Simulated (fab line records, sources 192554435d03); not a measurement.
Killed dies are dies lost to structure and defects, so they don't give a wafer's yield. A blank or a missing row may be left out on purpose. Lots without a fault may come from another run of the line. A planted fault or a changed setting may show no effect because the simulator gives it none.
A struck lot beside a sound one | flow n5_finfet | 35 steps out of a route of 1938
Sound: wafers L958.1, L958.3, L958.5. Struck: wafers L971.2, L971.3, L971.4. The cause comes at the end.
At each step with rows: each side's tool, then ch and its chambers, then its first start. Under that, the readings that differ: sound wafers | struck wafers | difference of the means | sigmas: that difference in standard deviations of wafers without a fault.
alike: readings whose means differ by less than 2 such deviations, and words and numbers that are the same on both sides. not compared: withheld readings, readings that some wafer has no value for, bounds like >300 that may hide the same value, and numbers for which the record gives no deviation and whose values overlap.
The two part at a step that has a row with sigmas, a row that says differs or no value, or rows on one side only. Numbers that don't overlap but have no deviation are shown without sigmas and don't part them. A reading that every wafer of one side lacks parts them only if that side has two wafers or more.

first, 9 steps without rows for these wafers: N5_BEOL_M2_ANNEAL_95 (time 240 s); N5_BEOL_M2_SPUTTER_96 (material Cu, target thk 4.5 nm, time 8.29 s); N5_BEOL_M2_ECD_50 (material Cu, target thk 300 nm); N5_BEOL_M2_ANNEAL_51 (time 90 s); N5_BEOL_M2_CMP_52 (polishes, stops on SiOC, t overpolish 6.8 s, target thk 40 nm); N5_BEOL_M2_PRE_CLEAN_60 (time 15 s); N5_BEOL_M2_CO_CAP_55 (material Co, precursor CCTBA/H2, target thk 2 nm, time 102.1 s); N5_BEOL_M2_PRE_CLEAN_56 (time 15 s); N5_BEOL_M2_DEP_57 (deposits SiCN from 3MS/NH3, target thk 8 nm, time 14 s).
N5_BEOL_M3_ILD_DEP_00: deposits SiOC from DEMS/O2, target thk 79 nm, time 15.3 s.
  sound on pecvd-01 ch 0,2, day 8 16:51; struck on pecvd-02 ch 0,1, day 11 07:35
  alike: heater_power_w, showerhead_plenum_p_Torr, throttle_valve_pct
then, 24 steps without rows for these wafers: N5_BEOL_M3_PECVD_72 (deposits SiO2 from TEOS/O2, target thk 16 nm, time 18 s); N5_BEOL_M3_HM_DEP_02 (deposits TiN, target thk 20 nm); N5_BEOL_M3_COAT_61 (time 60 s, resist thk 60 nm); N5_BEOL_M3_COAT_62 (time 60 s, resist thk 12 nm); N5_BEOL_M3_COAT_73 (time 60 s, resist thk 5 nm); N5_BEOL_M3_COAT_05 (resist thk 30 nm); N5_BEOL_M3_EBR_07; N5_BEOL_M3_SOFTBAKE_06 (time 60 s); N5_BEOL_M3_EXPOSE_08 (exposes mask M3); N5_BEOL_M3_PEB_09 (peb time 60 s); N5_BEOL_M3_DEVELOP_10 (develop time 30 s); N5_BEOL_M3_DESCUM_16 (chemistry O2, time 7 s); N5_BEOL_M3_ETCH_74 (etches underlayer in N2/H2, target depth 6.5 nm, time 5.2 s); N5_BEOL_M3_ETCH_63 (etches SiARC in CF4, target depth 15.6 nm, time 26 s); N5_BEOL_M3_ETCH_64 (etches SOC in N2/H2, target depth 75 nm, overetch 15 nm, time 112.5 s); N5_BEOL_M3_STRIP_65 (strips in N2/H2); N5_BEOL_M3_STRIP_75 (strips in N2/H2); N5_BEOL_M3_STRIP_66 (strips in CF4); N5_BEOL_M3_HM_OPEN_17 (chemistry Cl2/BCl3, target TiN, target depth 20 nm, overetch 6 nm); N5_BEOL_M3_STRIP_19 (strips in O2); N5_BEOL_M3_COAT_67 (time 60 s, resist thk 60 nm); N5_BEOL_M3_COAT_68 (time 60 s, resist thk 12 nm); N5_BEOL_M3_COAT_76 (time 60 s, resist thk 5 nm); N5_BEOL_M3_COAT_22 (resist thk 30 nm).
-- the record jumps here: 7 days lie between the struck wafers' starts before and after (it left off in module BEOL_M3 and takes up again in module PASSIVATION, whose first step shown is number 1936 of the route) --
N5_PASSIVATION_PROBE_49:
  the record has rows for the struck wafers here (prober-02, day 18 10:11) and none for the sound ones

WHERE THEY PART
Only at N5_PASSIVATION_PROBE_49, within this record.

WHY: what the simulator had put in
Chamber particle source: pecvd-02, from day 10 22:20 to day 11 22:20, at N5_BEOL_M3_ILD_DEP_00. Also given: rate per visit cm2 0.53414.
